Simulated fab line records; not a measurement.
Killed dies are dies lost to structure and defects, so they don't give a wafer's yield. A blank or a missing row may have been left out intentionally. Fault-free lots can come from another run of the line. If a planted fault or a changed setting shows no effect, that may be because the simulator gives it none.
Comparing a struck lot with a sound one ; flow n5Finfet ; 35 steps out of a route of 1938
Sound: wafers L280.1, L280.3, L280.6. The struck wafers were L292.1, L292.4, L292.6. The cause is given at the end.
For every step that has rows: the tool of each side, followed by ch and its chambers, followed by its first start. Under that, the readings that differ: sound wafers ; struck wafers ; difference of the means ; sigmas: that difference in standard deviations of wafers without a fault.
alike: readings with means less than 2 such deviations apart, plus words and numbers identical on both sides. not compared: withheld readings, readings lacking a value on some wafer, bounds such as >300 that could conceal the same value, and numbers that have no deviation in the record and whose values overlap.
A row with sigmas, a row that says differs or no value, or rows on one side alone: a step with any of these is where the two part. Numbers that have no deviation but don't overlap get no sigmas and don't part them. Lack of a reading on every wafer of one side parts them only where that side has two or more wafers.

first, 10 steps without rows for these wafers: N5_BEOL_M1_STRIP_36 (strips in N2/H2); N5_BEOL_M1_TRENCH_ETCH_37 (etches SiOC in C4F6/O2, target depth 55.207 nm, time 29 s); N5_BEOL_M1_ETCH_41 (etches SiCN in CH3F/O2, target depth 31.9 nm, time 57.8 s); N5_BEOL_M1_STRIP_97 (strips in N2/H2, time 10 s); N5_BEOL_M1_HM_STRIP_39 (strips TiN in peroxide tin strip, target depth 25 nm, time 158 s); N5_BEOL_M1_SRD_40 (time 30 s); N5_BEOL_M1_PRECLEAN_42 (cleans in residue remover, time 60 s); N5_BEOL_M1_SRD_43 (time 30 s); N5_BEOL_M1_DEGAS_44 (time 60 s); N5_BEOL_M1_PRE_CLEAN_45 (time 30 s).
N5_BEOL_M1_ALD_84: deposits TaN, pulse time 2 s, purge time 3 s, co reactant purge time 2 s.
  sound on aldMetal-02 ch 0,2,3, day 6 22:32; struck on aldMetal-03 ch 0,2,3, day 9 20:19
  no value came back on the struck wafers for aldCycles, chamberPressureTorr (Torr), coReactantPulseTimeS (s), heaterPowerW (W); on the sound wafers aldCycles reads 30 30 30
then, 21 steps without rows for these wafers: N5_BEOL_M1_SURFACE_TREAT_85; N5_BEOL_M1_CVD_47 (deposits Co from CCTBA/H2, target thk 3 nm, time 223.8 s); N5_BEOL_M1_SPUTTER_48 (material Cu, target thk 4.5 nm, time 8.29 s); N5_BEOL_M1_ANNEAL_49 (time 240 s); N5_BEOL_M1_SPUTTER_79 (material Cu, target thk 4.5 nm, time 8.29 s); N5_BEOL_M1_ANNEAL_80 (time 240 s); N5_BEOL_M1_SPUTTER_81 (material Cu, target thk 4.5 nm, time 8.29 s); N5_BEOL_M1_ANNEAL_82 (time 240 s); N5_BEOL_M1_SPUTTER_86 (material Cu, target thk 4.5 nm, time 8.29 s); N5_BEOL_M1_ANNEAL_87 (time 240 s); N5_BEOL_M1_SPUTTER_88 (material Cu, target thk 4.5 nm, time 8.29 s); N5_BEOL_M1_ANNEAL_89 (time 240 s); N5_BEOL_M1_SPUTTER_90 (material Cu, target thk 4.5 nm, time 8.29 s); N5_BEOL_M1_ANNEAL_91 (time 240 s); N5_BEOL_M1_SPUTTER_92 (material Cu, target thk 4.5 nm, time 8.29 s); N5_BEOL_M1_ANNEAL_93 (time 240 s); N5_BEOL_M1_SPUTTER_94 (material Cu, target thk 4.5 nm, time 8.29 s); N5_BEOL_M1_ANNEAL_95 (time 240 s); N5_BEOL_M1_SPUTTER_96 (material Cu, target thk 4.5 nm, time 8.29 s); N5_BEOL_M1_ECD_50 (material Cu, target thk 300 nm); N5_BEOL_M1_ANNEAL_51 (time 90 s).
N5_BEOL_M1_CMP_52: polishes, stops on SiOC, t overpolish 6.8 s, target thk 40 nm.
  sound on cmp-04 ch 1,3, day 7 01:16; struck on cmp-04 ch 1,2,3, day 9 23:14
reading;sound;struck;difference;sigmas
barrierFieldEndpointS (s);24.3 24.7 24.7;22.2 23.5 21.8;-2.1;-4
  alike: motorCurrentA
N5_BEOL_M4_RC_MEAS_101:
  the record has rows for the sound wafers here (prober-01 ch 0, day 8 17:27) and none for the struck ones
-- the record jumps here: 6 days lie between the struck wafers' starts before and after (it left off in module BEOL_M4 and takes up again in module PASSIVATION, whose first step shown is number 1936 of the route) --
N5_PASSIVATION_PROBE_49:
  sound on prober-02, day 12 19:47; struck on prober-01, day 15 19:18
reading;sound;struck;difference;sigmas
defectLimitedYield (%);90.9 90.0 91.8;0 0 0;-91;-65
killed_at_M0_to_M3;31 42 25;1091 1104 1108;+1068;+99 or more
killedDies;107 118 97;1180 1180 1180;+1073;+67
killedOnRim;14 11 12;152 152 152;+140;+41
sort_bin_4_leakage (%);0 0 0;90.17 91.02 91.44;+90.88;
sortNPass;1073 1062 1083;0 0 0;-1073;-67
sortYieldPct (%);90.9 90.0 91.8;0 0 0;-91;-65
  alike: killed_at_M4_up, killedAtContacts, killedAtFrontEnd, killedAtOther, killedOpen, killedShort, sort_bin_5_function, sort_bin_6_memory

WHERE THEY PART
Earliest at N5_BEOL_M1_ALD_84; latest, in this record, at N5_PASSIVATION_PROBE_49.

WHY: what had been put in by the simulator
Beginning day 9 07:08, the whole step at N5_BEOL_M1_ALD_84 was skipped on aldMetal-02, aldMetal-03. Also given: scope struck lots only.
